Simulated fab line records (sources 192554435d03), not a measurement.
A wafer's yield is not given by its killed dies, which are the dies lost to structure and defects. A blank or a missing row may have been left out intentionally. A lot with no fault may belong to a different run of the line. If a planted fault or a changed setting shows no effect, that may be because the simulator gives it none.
fab line records || flow n5Finfet || part 2 of 2: steps 15 to 25 of 25
[record] {"lots": 5, "wafers": 15, "lastDay": 16}
route steps=1938 shown BEOL_M0_CUTY@708 BEOL_M0@715
lots that met no fault: from a run of the same line without faults
startH: hours from the record's opening day to when the first of the lot's shown wafers began || waitH: time in hours since the lot's previous step || " unchanged from the row above || L1.1+2: several wafers, shown together as one row || - no value present, or no start provided || * or withheld: withheld || < > ~ a bound
route shown NAME@n: a module of which the file shows steps, and the number in the route of the first || usual: mean and standard deviation over wafers with no fault || same: alike in all rows || chamber/n: place in a boat || sites: per-site readings || _std_site: standard deviation across them || _edge_site: the outer-site mean with the inner-site mean subtracted || radiusMm: for every site, how far away it sits from the centre of the wafer || mask NAME#n: copy n || behind: the most recent tool/chamber to have shaped the wafer || hold: why the lot was held/for how many hours/how that ended || device: transistor that didn't switch, given as n, p or np || end of line: at the end of the route, the tests of the same wafers || where a step has no rows: the recipe by itself || killed: count of dies lost to structure and defects at first sort (not the wafer's yield) || map: the dies of a wafer, with x for killed, . for not killed, _ for no die there
set.NAME: the setting that was run; set.NAME@STEP: the one run at that earlier step || model.NAME: the simulator's own value behind a step, which no gauge read
lots at some steps of the route; a table a step, a row a wafer
services: when a tool's chamber went out of use (startH, in hours from the record's first day, below 0 if earlier), for how many hours, and the reason
[[steps]]
[step N5_BEOL_M0_STRIP_142]
[recipe] {"chemistry": "N2/H2", "timeS": 10, "powerW": 450, "tempC": 40, "pressureMtorr": 20, "rfFrequencyHz": 6e+07, "biasPowerW": 7, "n2FlowSccm": 200, "h2FlowSccm": 200}
[usual] {"drypumpMotorCurrentA": "5.7/0.31", "oesProductAu": "0.79/0.078", "rfVppV": "59.3/0.83", "showerheadPlenumPTorr": "2.56/0.077", "throttleValvePct": "23.7/0.33"}
[same] {"timeS": 10}
{"lot.wafer": "L076.1", "tool": "rieDiel-06", "chamber": 1, "startH": 123.85, "waitH": 0.0, "drypumpMotorCurrentA": 5.9, "oesProductAu": 0.69, "rfHoursCounterH": 230, "rfVppV": 58.6, "showerheadPlenumPTorr": 2.60, "throttleValvePct": 23.6}
{"lot.wafer": "L076.2", "tool": "rieDiel-06", "chamber": 2, "startH": 123.85, "waitH": 0.0, "drypumpMotorCurrentA": 5.7, "oesProductAu": 0.85, "rfHoursCounterH": 64, "rfVppV": 58.4, "showerheadPlenumPTorr": 2.56, "throttleValvePct": 23.6}
{"lot.wafer": "L076.5", "tool": "rieDiel-06", "chamber": 0, "startH": 123.85, "waitH": 0.0, "drypumpMotorCurrentA": 5.6, "oesProductAu": 0.86, "rfHoursCounterH": "-", "rfVppV": 60.4, "showerheadPlenumPTorr": 2.51, "throttleValvePct": 23.7}
{"lot.wafer": "L081.3", "tool": "rieDiel-04", "chamber": 1, "startH": 158.15, "waitH": 0.0, "drypumpMotorCurrentA": 5.4, "oesProductAu": 0.69, "rfHoursCounterH": 207, "rfVppV": 58.1, "showerheadPlenumPTorr": 2.50, "throttleValvePct": 23.2}
{"lot.wafer": "L081.4", "tool": "rieDiel-04", "chamber": 2, "startH": 158.15, "waitH": 0.0, "drypumpMotorCurrentA": 5.5, "oesProductAu": 0.72, "rfHoursCounterH": 189, "rfVppV": 59.0, "showerheadPlenumPTorr": 2.64, "throttleValvePct": 23.5}
{"lot.wafer": "L081.6", "tool": "rieDiel-04", "chamber": 3, "startH": 158.15, "waitH": 0.0, "drypumpMotorCurrentA": 6.1, "oesProductAu": 0.81, "rfHoursCounterH": "-", "rfVppV": 60.0, "showerheadPlenumPTorr": 2.45, "throttleValvePct": 23.2}
{"lot.wafer": "L080.1", "tool": "rieDiel-06", "chamber": 3, "startH": 160.02, "waitH": 0.0, "drypumpMotorCurrentA": 6.1, "oesProductAu": 0.82, "rfHoursCounterH": 92, "rfVppV": 58.9, "showerheadPlenumPTorr": 2.56, "throttleValvePct": 23.3}
{"lot.wafer": "L080.2", "tool": "rieDiel-06", "chamber": 1, "startH": 160.02, "waitH": 0.0, "drypumpMotorCurrentA": 6.0, "oesProductAu": 0.68, "rfHoursCounterH": 244, "rfVppV": 60.8, "showerheadPlenumPTorr": 2.60, "throttleValvePct": 23.7}
{"lot.wafer": "L080.3", "tool": "rieDiel-06", "chamber": 2, "startH": 160.02, "waitH": 0.0, "drypumpMotorCurrentA": 5.7, "oesProductAu": 0.83, "rfHoursCounterH": 78, "rfVppV": 59.4, "showerheadPlenumPTorr": 2.55, "throttleValvePct": 23.6}
{"lot.wafer": "L086.1", "tool": "rieDiel-01", "chamber": 3, "startH": 194.60, "waitH": 0.0, "drypumpMotorCurrentA": 5.5, "oesProductAu": 0.83, "rfHoursCounterH": 70, "rfVppV": 58.6, "showerheadPlenumPTorr": 2.57, "throttleValvePct": 23.8}
{"lot.wafer": "L086.3", "tool": "rieDiel-01", "chamber": 1, "startH": 194.60, "waitH": 0.0, "drypumpMotorCurrentA": 5.6, "oesProductAu": 0.74, "rfHoursCounterH": 199, "rfVppV": 61.3, "showerheadPlenumPTorr": 2.64, "throttleValvePct": 24.3}
{"lot.wafer": "L086.4", "tool": "rieDiel-01", "chamber": 2, "startH": 194.60, "waitH": 0.0, "drypumpMotorCurrentA": 5.8, "oesProductAu": 0.67, "rfHoursCounterH": 249, "rfVppV": 58.0, "showerheadPlenumPTorr": 2.40, "throttleValvePct": 24.1}
{"lot.wafer": "L093.1", "tool": "rieDiel-04", "chamber": 2, "startH": 227.99, "waitH": 0.0, "drypumpMotorCurrentA": 5.4, "oesProductAu": 0.69, "rfHoursCounterH": 211, "rfVppV": 59.3, "showerheadPlenumPTorr": 2.63, "throttleValvePct": 23.5}
{"lot.wafer": "L093.3", "tool": "rieDiel-04", "chamber": 3, "startH": 227.99, "waitH": 0.0, "drypumpMotorCurrentA": 6.1, "oesProductAu": 0.78, "rfHoursCounterH": 96, "rfVppV": 59.6, "showerheadPlenumPTorr": 2.44, "throttleValvePct": 23.3}
{"lot.wafer": "L093.6", "tool": "rieDiel-04", "chamber": 0, "startH": 227.99, "waitH": 0.0, "drypumpMotorCurrentA": 6.2, "oesProductAu": 0.86, "rfHoursCounterH": "-", "rfVppV": 59.7, "showerheadPlenumPTorr": 2.59, "throttleValvePct": 23.7}
[step N5_BEOL_M0_OCD_MEAS_108]
[usual] {"trenchDepthNm": "32.9/0.84"}
{"lot.wafer": "L076.1", "tool": "ocd-02", "chamber": "-", "startH": 123.93, "waitH": 0.1, "trenchDepthNm": 32.8}
{"lot.wafer": "L076.2", "tool": "ocd-02", "chamber": "-", "startH": 123.93, "waitH": 0.1, "trenchDepthNm": 33.9}
{"lot.wafer": "L076.5", "tool": "ocd-02", "chamber": "-", "startH": 123.93, "waitH": 0.1, "trenchDepthNm": 31.9}
{"lot.wafer": "L081.3", "tool": "ocd-02", "chamber": "-", "startH": 158.24, "waitH": 0.1, "trenchDepthNm": 32.3}
{"lot.wafer": "L081.4", "tool": "ocd-02", "chamber": "-", "startH": 158.24, "waitH": 0.1, "trenchDepthNm": 34.3}
{"lot.wafer": "L081.6", "tool": "ocd-02", "chamber": "-", "startH": 158.24, "waitH": 0.1, "trenchDepthNm": 32.5}
{"lot.wafer": "L080.1", "tool": "ocd-02", "chamber": "-", "startH": 160.09, "waitH": 0.1, "trenchDepthNm": 31.9}
{"lot.wafer": "L080.2", "tool": "ocd-02", "chamber": "-", "startH": 160.09, "waitH": 0.1, "trenchDepthNm": 32.5}
{"lot.wafer": "L080.3", "tool": "ocd-02", "chamber": "-", "startH": 160.09, "waitH": 0.1, "trenchDepthNm": 34.3}
{"lot.wafer": "L086.1", "tool": "ocd-02", "chamber": "-", "startH": 194.68, "waitH": 0.1, "trenchDepthNm": 32.8}
{"lot.wafer": "L086.3", "tool": "ocd-02", "chamber": "-", "startH": 194.68, "waitH": 0.1, "trenchDepthNm": 32.7}
{"lot.wafer": "L086.4", "tool": "ocd-02", "chamber": "-", "startH": 194.68, "waitH": 0.1, "trenchDepthNm": 31.0}
{"lot.wafer": "L093.1", "tool": "ocd-01", "chamber": "-", "startH": 228.07, "waitH": 0.1, "trenchDepthNm": 33.1}
{"lot.wafer": "L093.3", "tool": "ocd-01", "chamber": "-", "startH": 228.07, "waitH": 0.1, "trenchDepthNm": 31.4}
{"lot.wafer": "L093.6", "tool": "ocd-01", "chamber": "-", "startH": 228.07, "waitH": 0.1, "trenchDepthNm": 34.3}
[step N5_BEOL_M0_HM_STRIP_129]
[recipe] {"chemistry": "peroxideTinStrip", "material": "TiN", "targetDepthA": 170, "tempC": 50, "timeS": 108}
[same] {"timeS": 108}
{"lot.wafer": "L076.1+2+5", "tool": "wetBench-03", "chamber": "4,6,0", "startH": 123.97, "waitH": 0.0}
{"lot.wafer": "L081.3+4+6", "tool": "wetBench-06", "chamber": "3,7,6", "startH": 158.27, "waitH": 0.0}
{"lot.wafer": "L080.1+2+3", "tool": "wetBench-06", "chamber": "0,4,6", "startH": 160.13, "waitH": 0.0}
{"lot.wafer": "L086.1+3+4", "tool": "wetBench-06", "chamber": "5,6,3", "startH": 194.71, "waitH": 0.0}
{"lot.wafer": "L093.1+3+6", "tool": "wetBench-03", "chamber": "3,5,2", "startH": 228.10, "waitH": 0.0}
[step N5_BEOL_M0_SRD_130]
[recipe] {"timeS": 30, "tempC": 23, "rinseLiquid": "diw", "dry": "ipaMarangoni"}
[same] {"timeS": 30}
{"lot.wafer": "L076.1+2+5", "tool": "wetBench-03", "chamber": "4,6,0", "startH": 124.00, "waitH": 0.0}
{"lot.wafer": "L081.3+4+6", "tool": "wetBench-06", "chamber": "3,7,6", "startH": 158.30, "waitH": 0.0}
{"lot.wafer": "L080.1+2+3", "tool": "wetBench-06", "chamber": "0,4,6", "startH": 160.16, "waitH": 0.0}
{"lot.wafer": "L086.1+3+4", "tool": "wetBench-06", "chamber": "5,6,3", "startH": 194.75, "waitH": 0.0}
{"lot.wafer": "L093.1+3+6", "tool": "wetBench-03", "chamber": "3,5,2", "startH": 228.13, "waitH": 0.0}
[step N5_BEOL_M0_ETCH_109]
[recipe] {"chemistry": "CH3F/O2", "targetDepthA": 80, "overetchA": 24, "target": "SiCN", "timeS": 27.4, "ionEnergyEv": 120, "pressureMtorr": 30, "sourceW": 395, "biasW": 75, "Ar_flow_sccm": 150, "CH3F_flow_sccm": 30, "O2_flow_sccm": 20}
[usual] {"drypumpMotorCurrentA": "5.7/0.31", "oesProductAu": "0.68/0.067", "rfVppV": "297.7/1.4", "showerheadPlenumPTorr": "2.02/0.052", "throttleValvePct": "16.32/0.27"}
[same] {"timeS": 27.4}
{"lot.wafer": "L076.1", "tool": "rieDiel-01", "chamber": 2, "startH": 124.04, "waitH": 0.0, "drypumpMotorCurrentA": 5.8, "oesProductAu": 0.60, "rfHoursCounterH": 223, "rfVppV": 295.4, "showerheadPlenumPTorr": 1.92, "throttleValvePct": 16.92}
{"lot.wafer": "L076.2", "tool": "rieDiel-01", "chamber": 0, "startH": 124.04, "waitH": 0.0, "drypumpMotorCurrentA": 5.1, "oesProductAu": 0.77, "rfHoursCounterH": 16, "rfVppV": 297.0, "showerheadPlenumPTorr": 2.04, "throttleValvePct": 16.06}
{"lot.wafer": "L076.5", "tool": "rieDiel-01", "chamber": 3, "startH": 124.04, "waitH": 0.0, "drypumpMotorCurrentA": 5.6, "oesProductAu": 0.75, "rfHoursCounterH": "-", "rfVppV": 298.1, "showerheadPlenumPTorr": 2.02, "throttleValvePct": 16.25}
{"lot.wafer": "L081.3", "tool": "rieDiel-06", "chamber": 3, "startH": 158.59, "waitH": 0.3, "drypumpMotorCurrentA": 6.0, "oesProductAu": 0.72, "rfHoursCounterH": 91, "rfVppV": 297.4, "showerheadPlenumPTorr": 2.02, "throttleValvePct": 16.13}
{"lot.wafer": "L081.4", "tool": "rieDiel-06", "chamber": 1, "startH": 158.59, "waitH": 0.3, "drypumpMotorCurrentA": 5.9, "oesProductAu": 0.58, "rfHoursCounterH": "-", "rfVppV": 298.2, "showerheadPlenumPTorr": 2.07, "throttleValvePct": 16.66}
{"lot.wafer": "L081.6", "tool": "rieDiel-06", "chamber": 2, "startH": 158.59, "waitH": 0.3, "drypumpMotorCurrentA": 5.6, "oesProductAu": 0.71, "rfHoursCounterH": "-", "rfVppV": 297.8, "showerheadPlenumPTorr": 2.03, "throttleValvePct": 16.49}
{"lot.wafer": "L080.1", "tool": "rieDiel-01", "chamber": 2, "startH": 160.20, "waitH": 0.0, "drypumpMotorCurrentA": 5.9, "oesProductAu": 0.59, "rfHoursCounterH": 236, "rfVppV": 293.1, "showerheadPlenumPTorr": 1.92, "throttleValvePct": 16.93}
{"lot.wafer": "L080.2", "tool": "rieDiel-01", "chamber": 0, "startH": 160.20, "waitH": 0.0, "drypumpMotorCurrentA": 5.1, "oesProductAu": 0.76, "rfHoursCounterH": 28, "rfVppV": 298.8, "showerheadPlenumPTorr": 2.03, "throttleValvePct": 16.07}
{"lot.wafer": "L080.3", "tool": "rieDiel-01", "chamber": 3, "startH": 160.20, "waitH": 0.0, "drypumpMotorCurrentA": 5.5, "oesProductAu": 0.73, "rfHoursCounterH": 57, "rfVppV": 298.5, "showerheadPlenumPTorr": 2.01, "throttleValvePct": 16.28}
{"lot.wafer": "L086.1", "tool": "rieDiel-06", "chamber": 0, "startH": 194.79, "waitH": 0.0, "drypumpMotorCurrentA": 5.6, "oesProductAu": 0.72, "rfHoursCounterH": 55, "rfVppV": 296.4, "showerheadPlenumPTorr": 1.95, "throttleValvePct": 15.86}
{"lot.wafer": "L086.3", "tool": "rieDiel-06", "chamber": 3, "startH": 194.79, "waitH": 0.0, "drypumpMotorCurrentA": 6.0, "oesProductAu": 0.70, "rfHoursCounterH": 106, "rfVppV": 297.5, "showerheadPlenumPTorr": 2.02, "throttleValvePct": 16.16}
{"lot.wafer": "L086.4", "tool": "rieDiel-06", "chamber": 2, "startH": 194.79, "waitH": 0.0, "drypumpMotorCurrentA": 5.7, "oesProductAu": 0.70, "rfHoursCounterH": "-", "rfVppV": 297.3, "showerheadPlenumPTorr": 2.03, "throttleValvePct": 16.52}
{"lot.wafer": "L093.1", "tool": "rieDiel-01", "chamber": 3, "startH": 228.17, "waitH": 0.0, "drypumpMotorCurrentA": 5.5, "oesProductAu": 0.71, "rfHoursCounterH": 85, "rfVppV": 299.5, "showerheadPlenumPTorr": 2.00, "throttleValvePct": 16.34}
{"lot.wafer": "L093.3", "tool": "rieDiel-01", "chamber": 1, "startH": 228.17, "waitH": 0.0, "drypumpMotorCurrentA": 5.5, "oesProductAu": 0.61, "rfHoursCounterH": 214, "rfVppV": 298.7, "showerheadPlenumPTorr": 2.04, "throttleValvePct": 16.61}
{"lot.wafer": "L093.6", "tool": "rieDiel-01", "chamber": 1, "startH": 228.17, "waitH": 0.0, "drypumpMotorCurrentA": 5.5, "oesProductAu": 0.62, "rfHoursCounterH": "-", "rfVppV": 297.7, "showerheadPlenumPTorr": 2.04, "throttleValvePct": 16.58}
[step N5_BEOL_M0_STRIP_139]
[recipe] {"chemistry": "postEtchResidueRemover", "timeS": 60, "tempC": 25, "removerPh": "withheld", "removerWaterWtPct": "withheld", "removerFluorideWtPct": "withheld"}
[same] {"timeS": 60}
{"lot.wafer": "L076.1+2+5", "tool": "wetBench-04", "chamber": "2,0,1", "startH": 124.15, "waitH": 0.1}
{"lot.wafer": "L081.3+4+6", "tool": "wetBench-03", "chamber": "5,0,7", "startH": 158.70, "waitH": 0.1}
{"lot.wafer": "L080.1+2+3", "tool": "wetBench-06", "chamber": "3,1,2", "startH": 160.31, "waitH": 0.1}
{"lot.wafer": "L086.1+3+4", "tool": "wetBench-06", "chamber": "4,7,5", "startH": 194.89, "waitH": 0.1}
{"lot.wafer": "L093.1+3+6", "tool": "wetBench-04", "chamber": "3,7,5", "startH": 228.28, "waitH": 0.1}
[step N5_BEOL_M0_SRD_111]
[recipe] {"timeS": 30, "tempC": 23, "rinseLiquid": "diw", "dry": "ipaMarangoni"}
[same] {"timeS": 30}
{"lot.wafer": "L076.1+2+5", "tool": "wetBench-04", "chamber": "2,0,1", "startH": 124.17, "waitH": 0.0}
{"lot.wafer": "L081.3+4+6", "tool": "wetBench-03", "chamber": "5,0,7", "startH": 158.72, "waitH": 0.0}
{"lot.wafer": "L080.1+2+3", "tool": "wetBench-06", "chamber": "3,1,2", "startH": 160.33, "waitH": 0.0}
{"lot.wafer": "L086.1+3+4", "tool": "wetBench-06", "chamber": "4,7,5", "startH": 194.91, "waitH": 0.0}
{"lot.wafer": "L093.1+3+6", "tool": "wetBench-04", "chamber": "3,7,5", "startH": 228.32, "waitH": 0.0}
[step N5_BEOL_M0_DEGAS_112]
[recipe] {"ambient": "vacuum", "tempC": 250, "timeS": 60}
[usual] {"heaterPowerW": "325/19"}
[same] {"timeS": 60}
{"lot.wafer": "L076.1", "tool": "pvdSputter-01", "chamber": "-", "startH": 124.58, "waitH": 0.4, "heaterPowerW": 326}
{"lot.wafer": "L076.2", "tool": "pvdSputter-01", "chamber": "-", "startH": 124.58, "waitH": 0.4, "heaterPowerW": 270}
{"lot.wafer": "L076.5", "tool": "pvdSputter-01", "chamber": "-", "startH": 124.58, "waitH": 0.4, "heaterPowerW": 345}
{"lot.wafer": "L081.3", "tool": "pvdSputter-02", "chamber": "-", "startH": 159.39, "waitH": 0.7, "heaterPowerW": 317}
{"lot.wafer": "L081.4", "tool": "pvdSputter-02", "chamber": "-", "startH": 159.39, "waitH": 0.7, "heaterPowerW": 305}
{"lot.wafer": "L081.6", "tool": "pvdSputter-02", "chamber": "-", "startH": 159.39, "waitH": 0.7, "heaterPowerW": 323}
{"lot.wafer": "L080.1", "tool": "pvdSputter-02", "chamber": "-", "startH": 160.45, "waitH": 0.1, "heaterPowerW": 315}
{"lot.wafer": "L080.2", "tool": "pvdSputter-02", "chamber": "-", "startH": 160.45, "waitH": 0.1, "heaterPowerW": 343}
{"lot.wafer": "L080.3", "tool": "pvdSputter-02", "chamber": "-", "startH": 160.45, "waitH": 0.1, "heaterPowerW": 327}
{"lot.wafer": "L086.1", "tool": "pvdSputter-01", "chamber": "-", "startH": 195.24, "waitH": 0.3, "heaterPowerW": 280}
{"lot.wafer": "L086.3", "tool": "pvdSputter-01", "chamber": "-", "startH": 195.24, "waitH": 0.3, "heaterPowerW": 315}
{"lot.wafer": "L086.4", "tool": "pvdSputter-01", "chamber": "-", "startH": 195.24, "waitH": 0.3, "heaterPowerW": 328}
{"lot.wafer": "L093.1", "tool": "pvdSputter-02", "chamber": "-", "startH": 230.41, "waitH": 2.1, "heaterPowerW": 352}
{"lot.wafer": "L093.3", "tool": "pvdSputter-02", "chamber": "-", "startH": 230.41, "waitH": 2.1, "heaterPowerW": 315}
{"lot.wafer": "L093.6", "tool": "pvdSputter-02", "chamber": "-", "startH": 230.41, "waitH": 2.1, "heaterPowerW": 309}
[step N5_BEOL_M0_PRE_CLEAN_113]
[recipe] {"gas": "H2/He", "timeS": 30, "tempC": 250}
[usual] {"heaterPowerW": "325/19"}
[same] {"timeS": 30}
{"lot.wafer": "L076.1", "tool": "pvdSputter-01", "chamber": "-", "startH": 124.62, "waitH": 0.0, "heaterPowerW": 306}
{"lot.wafer": "L076.2", "tool": "pvdSputter-01", "chamber": "-", "startH": 124.62, "waitH": 0.0, "heaterPowerW": 276}
{"lot.wafer": "L076.5", "tool": "pvdSputter-01", "chamber": "-", "startH": 124.62, "waitH": 0.0, "heaterPowerW": 340}
{"lot.wafer": "L081.3", "tool": "pvdSputter-02", "chamber": "-", "startH": 159.43, "waitH": 0.0, "heaterPowerW": 315}
{"lot.wafer": "L081.4", "tool": "pvdSputter-02", "chamber": "-", "startH": 159.43, "waitH": 0.0, "heaterPowerW": 317}
{"lot.wafer": "L081.6", "tool": "pvdSputter-02", "chamber": "-", "startH": 159.43, "waitH": 0.0, "heaterPowerW": 322}
{"lot.wafer": "L080.1", "tool": "pvdSputter-02", "chamber": "-", "startH": 160.49, "waitH": 0.0, "heaterPowerW": 317}
{"lot.wafer": "L080.2", "tool": "pvdSputter-02", "chamber": "-", "startH": 160.49, "waitH": 0.0, "heaterPowerW": 358}
{"lot.wafer": "L080.3", "tool": "pvdSputter-02", "chamber": "-", "startH": 160.49, "waitH": 0.0, "heaterPowerW": 325}
{"lot.wafer": "L086.1", "tool": "pvdSputter-01", "chamber": "-", "startH": 195.28, "waitH": 0.0, "heaterPowerW": 271}
{"lot.wafer": "L086.3", "tool": "pvdSputter-01", "chamber": "-", "startH": 195.28, "waitH": 0.0, "heaterPowerW": 319}
{"lot.wafer": "L086.4", "tool": "pvdSputter-01", "chamber": "-", "startH": 195.28, "waitH": 0.0, "heaterPowerW": 319}
{"lot.wafer": "L093.1", "tool": "pvdSputter-02", "chamber": "-", "startH": 230.45, "waitH": 0.0, "heaterPowerW": 349}
{"lot.wafer": "L093.3", "tool": "pvdSputter-02", "chamber": "-", "startH": 230.45, "waitH": 0.0, "heaterPowerW": 310}
{"lot.wafer": "L093.6", "tool": "pvdSputter-02", "chamber": "-", "startH": 230.45, "waitH": 0.0, "heaterPowerW": 318}
[step N5_BEOL_M0_ALD_136]
[recipe] {"material": "TaN", "targetThkA": "*", "tempC": 275, "aldPrecursorFamily": "PDMAT", "aldCoReactant": "NH3", "pressureTorr": 3, "carrierFlowSccm": 1500, "pulseTimeS": 2, "purgeTimeS": 3, "coReactantPurgeTimeS": 2, "coReactantPulseTimeS": 3, "aldCycles": 30, "precursorVesselTempC": 75, "precursorVesselPressureTorr": 26.25, "precursorVesselCarrierSccm": 1000}
[usual] {"heaterPowerW": "430/39", "precursorVesselPressureTorr": "26.25/0.056"}
[same] {"aldCycles": 30, "coReactantPulseTimeS": 3}
{"lot.wafer": "L076.1", "tool": "aldMetal-03", "chamber": 3, "startH": 124.68, "waitH": 0.0, "heaterPowerW": 472, "precursorVesselPressureTorr": 26.22}
{"lot.wafer": "L076.2", "tool": "aldMetal-03", "chamber": 0, "startH": 124.68, "waitH": 0.0, "heaterPowerW": 405, "precursorVesselPressureTorr": 26.28}
{"lot.wafer": "L076.5", "tool": "aldMetal-03", "chamber": 1, "startH": 124.68, "waitH": 0.0, "heaterPowerW": 431, "precursorVesselPressureTorr": 26.25}
{"lot.wafer": "L081.3", "tool": "aldMetal-03", "chamber": 0, "startH": 159.56, "waitH": 0.1, "heaterPowerW": 404, "precursorVesselPressureTorr": 26.25}
{"lot.wafer": "L081.4", "tool": "aldMetal-03", "chamber": 2, "startH": 159.56, "waitH": 0.1, "heaterPowerW": 428, "precursorVesselPressureTorr": 26.26}
{"lot.wafer": "L081.6", "tool": "aldMetal-03", "chamber": 2, "startH": 159.56, "waitH": 0.1, "heaterPowerW": 436, "precursorVesselPressureTorr": 26.31}
{"lot.wafer": "L080.1", "tool": "aldMetal-01", "chamber": 0, "startH": 160.61, "waitH": 0.1, "heaterPowerW": 412, "precursorVesselPressureTorr": 26.24}
{"lot.wafer": "L080.2", "tool": "aldMetal-01", "chamber": 2, "startH": 160.61, "waitH": 0.1, "heaterPowerW": 436, "precursorVesselPressureTorr": 26.37}
{"lot.wafer": "L080.3", "tool": "aldMetal-01", "chamber": 1, "startH": 160.61, "waitH": 0.1, "heaterPowerW": 382, "precursorVesselPressureTorr": 26.31}
{"lot.wafer": "L086.1", "tool": "aldMetal-01", "chamber": 0, "startH": 195.34, "waitH": 0.0, "heaterPowerW": 404, "precursorVesselPressureTorr": 26.23}
{"lot.wafer": "L086.3", "tool": "aldMetal-01", "chamber": 3, "startH": 195.34, "waitH": 0.0, "heaterPowerW": 498, "precursorVesselPressureTorr": 26.29}
{"lot.wafer": "L086.4", "tool": "aldMetal-01", "chamber": 1, "startH": 195.34, "waitH": 0.0, "heaterPowerW": 389, "precursorVesselPressureTorr": 26.32}
{"lot.wafer": "L093.1", "tool": "aldMetal-03", "chamber": 0, "startH": 230.51, "waitH": 0.0, "heaterPowerW": 410, "precursorVesselPressureTorr": 26.30}
{"lot.wafer": "L093.3", "tool": "aldMetal-03", "chamber": 1, "startH": 230.51, "waitH": 0.0, "heaterPowerW": 444, "precursorVesselPressureTorr": 26.33}
{"lot.wafer": "L093.6", "tool": "aldMetal-03", "chamber": 2, "startH": 230.51, "waitH": 0.0, "heaterPowerW": 425, "precursorVesselPressureTorr": 26.33}
[step N5_BEOL_M0_SURFACE_TREAT_137]
[recipe] {"gas": "Ar", "timeS": "*", "ionEnergyEv": "*", "ionCurrentMaCm2": 0.5, "pressureMtorr": "*", "arFlowSccm": 30}
[usual] {"throttleValvePct": "*"}
[same] {"timeS": "*"}
{"lot.wafer": "L076.1", "tool": "pvdSputter-03", "chamber": "-", "startH": 125.17, "waitH": 0.4, "throttleValvePct": "*"}
{"lot.wafer": "L076.2", "tool": "pvdSputter-03", "chamber": "-", "startH": 125.17, "waitH": 0.4, "throttleValvePct": "*"}
{"lot.wafer": "L076.5", "tool": "pvdSputter-03", "chamber": "-", "startH": 125.17, "waitH": 0.4, "throttleValvePct": "*"}
{"lot.wafer": "L081.3", "tool": "pvdSputter-03", "chamber": "-", "startH": 159.82, "waitH": 0.2, "throttleValvePct": "*"}
{"lot.wafer": "L081.4", "tool": "pvdSputter-03", "chamber": "-", "startH": 159.82, "waitH": 0.2, "throttleValvePct": "*"}
{"lot.wafer": "L081.6", "tool": "pvdSputter-03", "chamber": "-", "startH": 159.82, "waitH": 0.2, "throttleValvePct": "*"}
{"lot.wafer": "L080.1", "tool": "pvdSputter-03", "chamber": "-", "startH": 160.83, "waitH": 0.1, "throttleValvePct": "*"}
{"lot.wafer": "L080.2", "tool": "pvdSputter-03", "chamber": "-", "startH": 160.83, "waitH": 0.1, "throttleValvePct": "*"}
{"lot.wafer": "L080.3", "tool": "pvdSputter-03", "chamber": "-", "startH": 160.83, "waitH": 0.1, "throttleValvePct": "*"}
{"lot.wafer": "L086.1", "tool": "pvdSputter-03", "chamber": "-", "startH": 195.65, "waitH": 0.2, "throttleValvePct": "*"}
{"lot.wafer": "L086.3", "tool": "pvdSputter-03", "chamber": "-", "startH": 195.65, "waitH": 0.2, "throttleValvePct": "*"}
{"lot.wafer": "L086.4", "tool": "pvdSputter-03", "chamber": "-", "startH": 195.65, "waitH": 0.2, "throttleValvePct": "*"}
{"lot.wafer": "L093.1", "tool": "pvdSputter-02", "chamber": "-", "startH": 230.81, "waitH": 0.2, "throttleValvePct": "*"}
{"lot.wafer": "L093.3", "tool": "pvdSputter-02", "chamber": "-", "startH": 230.81, "waitH": 0.2, "throttleValvePct": "*"}
{"lot.wafer": "L093.6", "tool": "pvdSputter-02", "chamber": "-", "startH": 230.81, "waitH": 0.2, "throttleValvePct": "*"}
[[services]]
{"tool": "rieDiel-04", "chamber": 0, "startH": 102.22, "hours": 2.3, "kind": "repair"}
{"tool": "rieMetal-03", "chamber": "-", "startH": 114.79, "hours": 1.0, "kind": "repair"}
{"tool": "rieMetal-01", "chamber": "-", "startH": 128.24, "hours": 0.1, "kind": "repair"}
{"tool": "rieMetal-03", "chamber": "-", "startH": 138.89, "hours": 0.6, "kind": "repair"}
{"tool": "pvdSputter-01", "chamber": "-", "startH": 150.27, "hours": 1.8, "kind": "repair"}
{"tool": "rieDiel-06", "chamber": 0, "startH": 155.65, "hours": 13.1, "kind": "repair"}
{"tool": "rieDiel-01", "chamber": 1, "startH": 173.91, "hours": 5.0, "kind": "repair"}
{"tool": "aldMetal-01", "chamber": "-", "startH": 178.55, "hours": 0.7, "kind": "repair"}
{"tool": "rieMetal-03", "chamber": 0, "startH": 180.33, "hours": "-", "kind": "clean"}
{"tool": "rieMetal-03", "chamber": 0, "startH": 180.33, "hours": 12.5, "kind": "scheduledDown"}
{"tool": "rieMetal-03", "chamber": 0, "startH": 180.33, "hours": 12.5, "kind": "ventCycle"}
{"tool": "rieDiel-06", "chamber": 1, "startH": 187.11, "hours": 16.2, "kind": "repair"}
{"tool": "rieDiel-01", "chamber": 2, "startH": 201.16, "hours": "-", "kind": "clean"}
{"tool": "rieDiel-01", "chamber": 2, "startH": 201.16, "hours": "-", "kind": "consumableReplace:focusRing"}
{"tool": "rieDiel-01", "chamber": 2, "startH": 201.16, "hours": "-", "kind": "consumableReplace:showerhead"}
{"tool": "rieDiel-01", "chamber": 2, "startH": 201.16, "hours": 13.0, "kind": "scheduledDown"}
{"tool": "rieDiel-01", "chamber": 2, "startH": 201.16, "hours": 13.0, "kind": "ventCycle"}
{"tool": "rieDiel-04", "chamber": 1, "startH": 204.77, "hours": 9.1, "kind": "repair"}
